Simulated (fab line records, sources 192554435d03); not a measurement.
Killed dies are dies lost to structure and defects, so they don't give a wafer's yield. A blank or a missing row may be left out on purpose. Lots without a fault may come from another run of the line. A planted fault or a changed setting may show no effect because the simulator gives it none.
Problem report in the 8D (eight disciplines) form, filled by code | flow n5_finfet | the parts of the form that need people (team, actions taken, sign-off) are left out
Where a reading is given only as a bound, like >300, the bound stands for it, and a mean or a difference that rests on one is marked > or <: the true number lies beyond.

1. THE PROBLEM
raw_defect_count at N5_MIM_BOT_LITHO_INSPECT_12 reads a mean of >300 on 2 wafers of 2 lots; wafers without a fault read 1.9 with a standard deviation of 1.4. That is +99 or more standard deviations from the usual mean.
The step: inspects for defects (macro).
First seen on wafer L517.3, day 18 01:34, on defect_inspect-02. The record holds 30 wafers of 10 lots with a number at this step. Rule for "out", or "out of limits": more than 4 standard deviations from the usual mean. The other wafers with a number count as sound.

2. WHAT IT IS AND WHAT IT IS NOT
question                    | is                                   | is not
which readings at this step | raw_defect_count                     | -
which lots                  | L517, L520                           | L503, L504, L505, L510, L512, L514, L516, L521
which wafers of those lots  | L517.3, L520.3                       | L517.2, L517.6, L520.4, L520.5
read on which gauges        | defect_inspect-01, defect_inspect-02 | -
when                        | from day 18 01:34                    | up to then (23 sound wafers); but 5 sound wafers of L520, L521 came after

3. SUSPECTS, AND WHAT RULES EACH OUT
Counting: a tool at a process step up to the reading stays a suspect if it ran every lot that is out. Sound lots after the first of them don't rule it out here, since some wafers of a struck lot are sound.
- the gauge at N5_MIM_BOT_LITHO_INSPECT_12: ruled out. The wafers that are out were read on 2 gauges (defect_inspect-01, defect_inspect-02).
- pecvd-01 at N5_PASSIVATION_PECVD_00 (deposits SiO2 from SiH4/N2O, target thk 200 nm, time 11.2 s): kept. It ran every lot that is out, first L517 (day 17 20:59); its last sound lot up to then is L503 (day 12 21:45).
- rie_metal-02 at N5_MIM_TOP_ETCH_ETCH_00 (etches TiN in Cl2/BCl3, target depth 38.5 nm): kept. It ran every lot that is out, first L517 (day 18 00:50); its last sound lot up to then is L514 (day 18 00:23).
- Within rie_metal-02 at N5_MIM_TOP_ETCH_ETCH_00: the wafers that are out ran in chamber 1; their sound lot-mates ran in chamber 0.
Left after counting: pecvd-01 at N5_PASSIVATION_PECVD_00, rie_metal-02 at N5_MIM_TOP_ETCH_ETCH_00.

4. THE CAUSE (what the simulator had put in)
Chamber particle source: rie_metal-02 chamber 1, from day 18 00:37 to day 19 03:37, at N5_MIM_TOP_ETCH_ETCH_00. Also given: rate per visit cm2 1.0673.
Counting left 2 suspects, and this tool is among them.

5. THE CHAIN OF EFFECTS, in route order
Each row: a reading whose mean over the struck wafers that have a number lies more than 3 standard deviations from the usual. Only readings for which the record gives a usual standard deviation are gone through. hours: the time from each lot's start at the first step in this table that gives one to its start at this step, as a median over the lots. sigmas: the change in usual standard deviations.
hours | step                        | reading              | usual  | on struck wafers | change | sigmas
0     | N5_MIM_BOT_LITHO_INSPECT_12 | raw_defect_count     | 1.9    | >300             | >+298  | +99 or more
10    | N5_PASSIVATION_PROBE_49     | defect_limited_yield | 91.6 % | 83.3             | -8.2   | -5.2
10    | N5_PASSIVATION_PROBE_49     | killed_at_other      | 3.7    | 117.5            | +113.8 | +38
10    | N5_PASSIVATION_PROBE_49     | killed_dies          | 99     | 196              | +98    | +5.4
10    | N5_PASSIVATION_PROBE_49     | killed_on_rim        | 13     | 28               | +15    | +3.8
10    | N5_PASSIVATION_PROBE_49     | sort_bin_5_function  | 4.9 %  | 9.9              | +5.0   | +5.0
10    | N5_PASSIVATION_PROBE_49     | sort_n_pass          | 1081   | 984              | -98    | -5.4
10    | N5_PASSIVATION_PROBE_49     | sort_yield_pct       | 91.6 % | 83.3             | -8.2   | -5.2
The process steps in it:
- N5_PASSIVATION_PROBE_49

6. WHAT WOULD HAVE CAUGHT IT SOONER
In this record the first reading out of limits at a measuring or inspecting step was taken at day 18 01:34, 1 hour after the fault began at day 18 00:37.
Of the tool readings at N5_MIM_TOP_ETCH_ETCH_00 for which the record gives a usual standard deviation, none was out on any struck wafer, so an alarm limit of 4 standard deviations on them would not have fired.
Of the lots that are out (2), L520 began N5_MIM_TOP_ETCH_ETCH_00 on rie_metal-02 after day 18 01:34. A hold on the tool at that time would have spared it.
